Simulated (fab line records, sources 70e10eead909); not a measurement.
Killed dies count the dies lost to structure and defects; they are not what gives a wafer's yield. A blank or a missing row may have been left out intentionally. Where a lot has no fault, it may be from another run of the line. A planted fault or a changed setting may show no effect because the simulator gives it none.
fab line records	flow nand-harc
[record] lots = 13	wafers = 39	last-day = 34
route steps=1302 shown A_BONDPAD@1228 THIN_TSV@1245 END@1302
lots that met no fault: taken from a fault-free run of the same line
start-h: the number of hours between the record's first day and the start of the first shown wafer of the lot	wait-h: hours since the lot's step before	" identical to the entry in the row above	L1.1+2: a single row standing in for several wafers	- no value, or no start was given	* or withheld: withheld	< > ~ a bound
route shown NAME@n: a module of which the file shows steps, and the number in the route of the first	usual: mean/standard deviation of fault-free wafers	same: alike in all rows	chamber/n: place in a boat	sites: the reading at each site	_std_site: standard deviation of those values	_edge_site: mean of outer sites minus mean of inner sites	radius-mm: how far each site lies from the wafer's centre	mask NAME#n: copy n	behind: the most recent tool/chamber to have shaped the wafer	hold: cause of the lot's hold/its duration in hours/its outcome	device: transistor that didn't switch, given as n, p or np	end of line: at the end of the route, the tests of the same wafers	a step with no rows: only its recipe	killed: the dies lost at the first sort to structure and to defects; this is not the yield of the wafer	map: per-die view of a wafer (x killed, . not killed, _ where there is no die)
set.NAME: setting as actually run; set.NAME@STEP: the setting as run at that earlier step	model.NAME: the simulator's own value behind a step, which no gauge read
the route's steps for a sample of lots (tables are steps, rows are wafers)
services: from which hour (start-h, from the record's first day; less than 0 if before it) a tool's chamber was out of use, for how many hours, and why
[[steps]]
[step NHARC_A_BONDPAD_PVD_27]
[recipe] target-thk-a = 300	chamber-pressure-pa = 5	power-w = 5000	substrate-temp-c = 30	time-s = 20.49	material = Cu
[usual] throttle-valve-pct = 30.1/0.94
lot.wafer	tool	chamber	start-h	wait-h	throttle-valve-pct
L859.4	pvd-sputter-02	-	542.17	-	32.0
L859.3	"	-	"	"	29.4
L859.1	"	-	"	"	29.3
L864.3	pvd-sputter-01	-	611.85	-	29.6
L864.5	"	-	"	"	30.1
L864.6	"	-	"	"	29.6
L865.4	pvd-sputter-02	-	612.07	-	29.6
L865.1	"	-	"	"	32.1
L865.6	"	-	"	"	29.0
L866.3	pvd-sputter-03	-	633.41	-	29.7
L866.4	"	-	"	"	31.5
L866.6	"	-	"	"	31.6
L867.1	pvd-sputter-03	-	642.66	-	30.0
L867.2	"	-	"	"	29.8
L867.6	"	-	"	"	31.5
L868.4	pvd-sputter-02	-	655.62	-	29.2
L868.1	"	-	"	"	30.8
L868.5	"	-	"	"	29.1
L870.1	pvd-sputter-01	-	658.90	-	29.8
L870.5	"	-	"	"	30.1
L870.6	"	-	"	"	29.9
L869.4	pvd-sputter-02	-	666.67	-	30.6
L869.3	"	-	"	"	31.6
L869.1	"	-	"	"	29.8
L872.1	pvd-sputter-02	-	674.46	-	29.3
L872.3	"	-	"	"	31.6
L872.6	"	-	"	"	29.6
L871.1	pvd-sputter-02	-	675.30	-	30.6
L871.6	"	-	"	"	29.4
L871.5	"	-	"	"	30.8
L873.2	pvd-sputter-02	-	692.03	-	30.5
L873.6	"	-	"	"	30.5
L873.5	"	-	"	"	31.7
L875.3	pvd-sputter-01	-	707.82	-	29.9
L875.2	"	-	"	"	30.0
L875.5	"	-	"	"	28.2
L880.1	pvd-sputter-01	-	792.25	-	30.9
L880.4	"	-	"	"	28.8
L880.5	"	-	"	"	30.1
[step NHARC_THIN_TSV_CMP_01]
[recipe] target-thk-um = 3
[usual] motor-current-A = 12.4/1.2	pad-life-wafers = 214/87
lot.wafer	tool	chamber	start-h	wait-h	motor-current-A	pad-life-wafers
L859.3	cmp-04	0	554.44	0.6	11.6	138
L859.4	"	1	"	"	13.5	139
L859.1	"	2	"	"	12.7	140
L865.4	cmp-03	1	624.40	0.4	11.6	271
L865.1	"	2	"	"	10.8	272
L865.6	"	1	"	"	12.1	-
L864.3	cmp-04	2	625.59	0.6	12.2	85
L864.6	"	1	"	"	13.6	-
L864.5	"	2	"	"	11.6	-
L866.4	cmp-04	2	645.75	0.4	12.7	180
L866.3	"	1	"	"	14.0	183
L866.6	"	3	"	"	11.6	-
L867.2	cmp-04	3	654.94	0.8	11.9	210
L867.1	"	1	"	"	14.5	212
L867.6	"	0	"	"	11.5	-
L868.1	cmp-04	2	667.90	1.0	12.6	252
L868.4	"	0	"	"	11.5	254
L868.5	"	3	"	"	10.8	-
L870.1	cmp-04	0	669.08	1.0	11.9	258
L870.6	"	0	"	"	11.0	-
L870.5	"	1	"	"	13.6	-
L869.4	cmp-02	0	690.22	0.4	13.3	240
L869.3	"	1	"	"	13.0	241
L869.1	"	2	"	"	11.5	242
L872.1	cmp-02	3	691.42	1.0	10.6	246
L871.1	cmp-04	1	692.63	1.0	13.3	354
L873.2	cmp-03	1	705.08	0.9	11.2	201
L875.2	cmp-03	3	720.39	0.8	13.5	258
L875.3	"	1	"	"	11.7	260
L875.5	"	0	"	"	14.8	-
L880.4	cmp-02	0	804.71	0.4	13.5	300
L880.1	"	1	"	"	12.8	301
L880.5	"	1	"	"	12.3	-
[step NHARC_THIN_TSV_CD_MEAS_12]
[recipe] target-cd-nm = 1000	landing-energy-ev = 500
[usual] cd-nm = 1000.3/2.2
lot.wafer	tool	chamber	start-h	wait-h	cd-nm
L859.1	cd-sem-01	0	555.76	-	996.9
L859.3	"	0	"	"	1000.1
L859.4	"	0	"	"	1002.3
L865.1	cd-sem-03	0	625.82	-	997.4
L865.4	"	0	"	"	1001.0
L865.6	"	0	"	"	998.7
L864.3	cd-sem-02	0	626.88	-	1000.8
L864.5	"	0	"	"	1000.6
L864.6	"	0	"	"	1001.0
L866.3	cd-sem-01	0	647.07	-	1000.7
L866.4	"	0	"	"	1002.7
L866.6	"	0	"	"	999.1
L867.1	cd-sem-02	0	660.17	-	999.7
L867.2	"	0	"	"	996.5
L867.6	"	0	"	"	1000.9
L868.1	cd-sem-02	0	669.21	-	1003.3
L868.4	"	0	"	"	997.3
L868.5	"	0	"	"	999.9
L870.1	cd-sem-03	0	670.40	-	996.8
L870.5	"	0	"	"	996.2
L870.6	"	0	"	"	1000.4
L869.1	cd-sem-01	0	691.54	-	1002.4
L869.3	"	0	"	"	1002.6
L869.4	"	0	"	"	1000.2
L872.1	cd-sem-03	0	692.73	-	1004.8
L871.1	cd-sem-01	0	694.00	-	1002.8
L873.2	cd-sem-03	0	706.20	-	1003.3
L875.2	cd-sem-02	0	721.71	-	1001.4
L875.3	"	0	"	"	997.4
L875.5	"	0	"	"	1002.3
L880.1	cd-sem-02	0	806.06	-	1001.6
L880.4	"	0	"	"	1000.2
L880.5	"	0	"	"	1002.9
[step NHARC_THIN_TSV_ETCH_44]
[recipe] target-depth-a = 15942	time-s = 797.1	cf4-flow-sccm = 150	o2-flow-sccm = 10	ar-flow-sccm = 0	rf-w = 300	bias-w = 800	chemistry = CF4/O2
[usual] drypump-motor-current-A = 5.6/0.38	oes-product-au = 1.004/0.015	rf-vpp-V = 793/3.6	showerhead-plenum-p-Torr = 1.82/0.056	throttle-valve-pct = 16.915/0.0077
lot.wafer	tool	chamber	start-h	wait-h	drypump-motor-current-A	oes-product-au	rf-hours-counter-h	rf-vpp-V	showerhead-plenum-p-Torr	throttle-valve-pct
L859.1	rie-diel-02	0	556.00	0.1	5.1	0.985	8	791	1.78	16.913
L859.4	"	2	"	"	5.5	0.996	7	799	1.90	16.923
L859.3	"	3	"	"	5.8	0.982	8	801	1.92	16.911
L865.4	rie-diel-02	0	626.07	0.1	5.1	0.983	3	791	1.78	16.912
L865.1	"	2	"	"	5.5	1.010	2	799	1.90	16.915
L865.6	"	1	"	"	6.0	1.022	-	789	1.72	16.910
L864.3	rie-diel-11	3	627.12	0.1	5.3	1.013	0	792	1.78	16.927
L864.5	"	3	"	"	5.3	1.002	-	790	1.78	16.902
L864.6	"	0	"	"	5.8	1.008	-	796	1.85	16.898
L866.3	rie-diel-09	1	647.31	0.1	4.7	1.001	7	795	1.86	16.919
L866.4	"	0	"	"	6.0	1.025	7	793	1.83	16.908
L866.6	"	2	"	"	5.4	1.008	-	791	1.76	16.916
L867.1	rie-diel-11	0	660.41	0.1	5.7	1.011	1	795	1.85	16.905
L867.2	"	2	"	"	5.3	1.007	1	795	1.84	16.920
L867.6	"	1	"	"	6.1	1.017	-	792	1.80	16.923
L868.4	rie-diel-11	1	669.46	0.1	6.1	1.017	2	792	1.80	16.897
L868.1	"	3	"	"	5.3	1.004	2	792	1.78	16.918
L868.5	"	1	"	"	6.1	1.020	-	793	1.80	16.916
L870.1	rie-diel-02	3	670.76	0.2	5.8	1.014	6	800	1.91	16.917
L870.5	"	1	"	"	6.0	1.017	-	787	1.72	16.915
L870.6	"	2	"	"	5.5	1.016	-	798	1.90	16.926
L869.3	rie-diel-02	1	691.85	0.1	6.0	0.995	6	787	1.72	16.914
L869.4	"	2	"	"	5.5	1.011	7	798	1.90	16.914
L869.1	"	3	"	"	5.8	1.024	7	799	1.91	16.915
L872.1	rie-diel-09	2	692.98	0.1	5.4	1.005	0	788	1.76	16.911
L871.1	rie-diel-11	0	694.42	0.2	5.8	1.028	3	795	1.85	16.924
L873.2	rie-diel-11	3	706.56	0.2	5.3	0.998	4	790	1.78	16.920
L875.3	rie-diel-11	0	722.01	0.1	5.7	1.030	5	795	1.85	16.924
L875.2	"	2	"	"	5.3	1.007	5	794	1.84	16.907
L875.5	"	3	"	"	5.3	0.999	-	792	1.78	16.912
L880.1	rie-diel-11	1	806.31	0.1	6.1	1.015	0	793	1.80	16.921
L880.4	"	0	"	"	5.7	1.022	0	796	1.85	16.918
L880.5	"	2	"	"	5.3	0.996	-	796	1.84	16.921
[step NHARC_END_SORT_01]
[recipe] temp-c = 25
[usual] defect-limited-yield = 90.9/2.4	killed-at-array = 56/17	killed-at-other = 1.2/1.4	killed-at-periphery = 4/3.2	killed-dies = 61/16	killed-open = 3.6/2.1	killed-short = 2.7/1.8
[same] gross-dies = 677
lot.wafer	tool	chamber	start-h	wait-h	defect-limited-yield[%]	killed-at-array	killed-at-other	killed-at-periphery	killed-dies	killed-open	killed-short
L864.3	prober-01	0	642.63	3.1	92.2	52	0	1	53	5	4
L864.5	prober-01	0	644.23	3.7	92.2	46	1	6	53	8	3
L864.6	prober-01	0	645.04	4.0	92.3	45	0	7	52	6	4
L866.3	prober-01	0	663.86	3.1	94.1	36	1	3	40	2	4
L866.4	prober-01	0	664.67	3.4	91.7	49	0	7	56	3	2
L866.6	prober-01	0	666.29	4.1	93.9	37	1	3	41	1	1
L870.1	prober-02	0	684.12	2.5	93.1	43	2	2	47	3	2
L870.5	prober-02	0	687.25	3.6	91.1	54	1	5	60	3	6
L870.6	prober-02	0	688.04	3.9	93.5	35	2	7	44	3	3
L871.1	prober-01	0	706.52	2.5	92.6	47	0	3	50	2	1
L871.5	prober-01	0	709.72	3.7	0	667	4	6	677	6	4
L871.6	prober-01	0	710.52	4.0	0	672	3	2	677	5	2
L872.1	prober-01	0	714.32	2.5	92.5	46	2	3	51	1	3
L872.3	prober-01	0	715.93	3.1	0	674	2	1	677	4	2
L872.6	prober-01	0	718.33	4.0	0	675	0	2	677	7	1
L873.2	prober-02	0	722.42	2.8	88.9	69	5	1	75	0	0
L873.5	prober-02	0	724.80	3.7	0	670	3	4	677	2	2
L873.6	prober-02	0	725.59	4.0	0	674	1	2	677	4	2
// killed by level:class
L864.3 A_CHANNEL_HOLE_D2:chamber-film-flake=32 A_STAIRCASE:chamber-film-flake=4 A_ONON_D2:geometric-particle:open=2 A_CHANNEL_HOLE_D1:chamber-film-flake=2 P_M0:geometric-particle:open=1 A_ONON_D2:geometric-particle:short=1 A_CHANNEL_FILL_D2:geometric-particle:short=1 A_STAIRCASE:geometric-particle:short=1
L864.5 A_CHANNEL_HOLE_D2:chamber-film-flake=22 A_CHANNEL_HOLE_D1:chamber-film-flake=5 A_STAIRCASE:chamber-film-flake=4 P_CONTACT:geometric-particle:open=2 P_CONTACT:chamber-film-flake=2 A_ZERO_WELL:chamber-film-flake=2 A_SLIT:chamber-film-flake=2 A_CONTACT:chamber-film-flake=2
L864.6 A_CHANNEL_HOLE_D2:chamber-film-flake=30 A_CHANNEL_HOLE_D1:chamber-film-flake=4 P_CONTACT:chamber-film-flake=3 P_CONTACT:geometric-particle:open=2 A_WL_FILL:chamber-film-flake=2 P_GATE:geometric-particle:open=1 P_M0:geometric-particle:open=1 A_CHANNEL_FILL_D1:geometric-particle:open=1
L866.3 A_CHANNEL_HOLE_D2:chamber-film-flake=14 A_CHANNEL_HOLE_D1:chamber-film-flake=7 A_CONTACT:chamber-film-flake=4 A_STAIRCASE:chamber-film-flake=2 A_SLIT:chamber-film-flake=2 P_M0:geometric-particle:open=1 A_ONON_D1:geometric-particle:short=1 A_CHANNEL_FILL_D1:geometric-particle:short=1
L866.4 A_CHANNEL_HOLE_D2:chamber-film-flake=23 A_CHANNEL_HOLE_D1:chamber-film-flake=7 A_STAIRCASE:chamber-film-flake=6 A_M0:chamber-film-flake=4 A_CHANNEL_HOLE_D1:geometric-particle:open=3 P_BONDPAD:chamber-film-flake=3 A_CONTACT:chamber-film-flake=3 A_SLIT:chamber-film-flake=2
L866.6 A_CHANNEL_HOLE_D2:chamber-film-flake=18 A_CHANNEL_HOLE_D1:chamber-film-flake=9 A_CONTACT:chamber-film-flake=3 A_STAIRCASE:chamber-film-flake=2 P_M1:chamber-film-flake=2 A_CHANNEL_FILL_D2:chamber-film-flake=2 A_ONON_D2:geometric-particle:open=1 A_CONTACT:geometric-particle:short=1
L870.1 A_CHANNEL_HOLE_D2:chamber-film-flake=16 A_STAIRCASE:chamber-film-flake=10 A_CHANNEL_HOLE_D1:chamber-film-flake=5 A_CONTACT:chamber-film-flake=4 A_SLIT:chamber-film-flake=3 THIN_TSV:chamber-film-flake=2 P_CONTACT:geometric-particle:open=1 A_CHANNEL_FILL_D1:geometric-particle:open=1
L870.5 A_CHANNEL_HOLE_D2:chamber-film-flake=17 A_CHANNEL_HOLE_D1:chamber-film-flake=12 A_STAIRCASE:chamber-film-flake=6 A_CONTACT:chamber-film-flake=6 A_SLIT:chamber-film-flake=4 P_GATE:chamber-film-flake=2 P_M0:geometric-particle:short=1 A_SOURCE_PLATE:geometric-particle:short=1
L870.6 A_CHANNEL_HOLE_D2:chamber-film-flake=14 A_STAIRCASE:chamber-film-flake=8 A_CHANNEL_HOLE_D1:chamber-film-flake=7 P_STI:chamber-film-flake=2 P_GATE:chamber-film-flake=2 A_CHANNEL_FILL_D1:chamber-film-flake=2 P_CONTACT:geometric-particle:open=1 P_M1:geometric-particle:short=1
L871.1 A_CHANNEL_HOLE_D1:chamber-film-flake=21 A_CHANNEL_HOLE_D2:chamber-film-flake=15 A_CONTACT:chamber-film-flake=5 A_STAIRCASE:chamber-film-flake=3 P_M0:geometric-particle:open=2 P_M2:chamber-film-flake=1 A_BLC:geometric-particle:short=1 A_SLIT:chamber-film-flake=1
L871.5 A_BONDPAD:area-pvd=607 A_CHANNEL_HOLE_D2:chamber-film-flake=25 A_CHANNEL_HOLE_D1:chamber-film-flake=21 THIN_TSV:chamber-film-flake=4 A_CONTACT:chamber-film-flake=3 P_GATE:chamber-film-flake=3 A_M0:geometric-particle:open=2 A_WL_FILL:chamber-film-flake=2
L871.6 A_BONDPAD:area-pvd=596 A_CHANNEL_HOLE_D1:chamber-film-flake=37 A_CHANNEL_HOLE_D2:chamber-film-flake=18 A_CONTACT:chamber-film-flake=9 A_SLIT:chamber-film-flake=4 A_BLC:geometric-particle:open=2 THIN_TSV:chamber-film-flake=2 A_CHANNEL_HOLE_D1:geometric-particle:short=1
L872.1 A_SLIT:chamber-film-flake=27 A_CHANNEL_HOLE_D1:chamber-film-flake=8 A_CONTACT:chamber-film-flake=4 P_GATE:chamber-film-flake=2 A_SGD_CUT:chamber-film-flake=2 P_M0:geometric-particle:short=1 A_DECK1_JOINT:geometric-particle:short=1 A_CHANNEL_FILL_D2:geometric-particle:open=1
L872.3 A_BONDPAD:area-pvd=617 A_SLIT:chamber-film-flake=31 A_CONTACT:chamber-film-flake=9 A_CHANNEL_HOLE_D1:chamber-film-flake=6 A_CHANNEL_FILL_D1:geometric-particle:open=2 A_BLC:geometric-particle:open=2 A_CHANNEL_HOLE_D2:chamber-film-flake=2 THIN_TSV:chamber-film-flake=2
L872.6 A_BONDPAD:area-pvd=627 A_SLIT:chamber-film-flake=26 A_CHANNEL_HOLE_D1:chamber-film-flake=8 A_CONTACT:chamber-film-flake=6 P_M1:geometric-particle:open=2 A_ONON_D1:geometric-particle:open=1 A_CHANNEL_FILL_D1:geometric-particle:open=1 A_ONON_D2:geometric-particle:open=1
L873.2 A_CHANNEL_HOLE_D1:chamber-film-flake=34 A_SLIT:chamber-film-flake=31 THIN_TSV:chamber-film-flake=5 A_STAIRCASE:chamber-film-flake=2 P_M0:chamber-film-flake=1 A_ZERO_WELL:chamber-film-flake=1 A_CONTACT:chamber-film-flake=1
L873.5 A_BONDPAD:area-pvd=604 A_SLIT:chamber-film-flake=31 A_CHANNEL_HOLE_D1:chamber-film-flake=23 A_STAIRCASE:chamber-film-flake=6 P_M0:chamber-film-flake=3 THIN_TSV:chamber-film-flake=3 A_CHANNEL_FILL_D2:geometric-particle:short=2 A_ONON_D1:geometric-particle:open=1
L873.6 A_BONDPAD:area-pvd=593 A_CHANNEL_HOLE_D1:chamber-film-flake=36 A_SLIT:chamber-film-flake=36 A_STAIRCASE:chamber-film-flake=3 A_CHANNEL_HOLE_D2:geometric-particle:open=2 P_CONTACT:geometric-particle:open=1 A_ONON_D2:geometric-particle:open=1 A_CHANNEL_HOLE_D2:geometric-particle:short=1
[[services]]
tool	chamber	start-h	hours	kind
cmp-04	-	520.93	6.7	repair
cmp-04	-	547.12	2.1	repair
pvd-sputter-01	-	563.59	2.2	repair
rie-diel-02	-	570.71	9.0	pm
pvd-sputter-01	-	571.11	7.1	repair
pvd-sputter-02	-	581.01	4.6	repair
pvd-sputter-01	-	582.01	10.0	pm
pvd-sputter-01	-	596.88	1.0	repair
cmp-04	-	601.00	4.0	pm
rie-diel-11	-	609.57	9.0	pm
rie-diel-02	1	637.50	6.2	repair
pvd-sputter-02	-	638.05	10.0	pm
cmp-04	-	669.86	0.5	repair
rie-diel-11	2	689.41	4.6	repair
cmp-04	-	699.00	4.0	pm
pvd-sputter-01	-	709.21	2.4	repair
rie-diel-02	1	723.25	2.1	repair
cmp-04	-	731.84	0.8	repair
pvd-sputter-01	-	736.16	2.0	repair
rie-diel-11	2	736.37	8.2	repair
rie-diel-02	-	747.71	9.0	pm
cmp-04	-	785.60	1.8	repair
rie-diel-11	-	786.57	9.0	pm
cmp-04	-	797.00	4.0	pm
[[key]]
[first-sign] step = NHARC_END_SORT_01	reading = defect-limited-yield	direction = down	sigmas = 37	usual = 90.9	struck = 0
[effect] step = NHARC_END_SORT_01	reading = killed-dies	direction = up	sigmas = 37	usual = 61	struck = 677
[more-kills-born-at] NHARC_A_BONDPAD_PVD_27@pvd-sputter-02 = 3644
met-at NHARC_A_BONDPAD_PVD_27
struck-lots L871,L872,L873
struck-wafers L871.5,L871.6,L872.3,L872.6,L873.5,L873.6
later-rows-left-out L871.5,L871.6,L872.3,L872.6,L873.5,L873.6
not-acting-at NHARC_THIN_TSV_CMP_01,NHARC_THIN_TSV_CD_MEAS_12,NHARC_THIN_TSV_ETCH_44
onset-between 666.67 674.46
[fault] kind = process-parameter-drift	tool = pvd-sputter-02	chamber = -	onset-h = 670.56	steps = NHARC_A_BONDPAD_PVD_27	channel = target-thk-a	offset = *	shape = step	end-h = 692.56	scope = struck-wafers-only	acts-in = *	stated = *
// later-rows-left-out: the simulator's readings of these wafers behind a module that went badly wrong aren't trusted and aren't shown, but for the sort
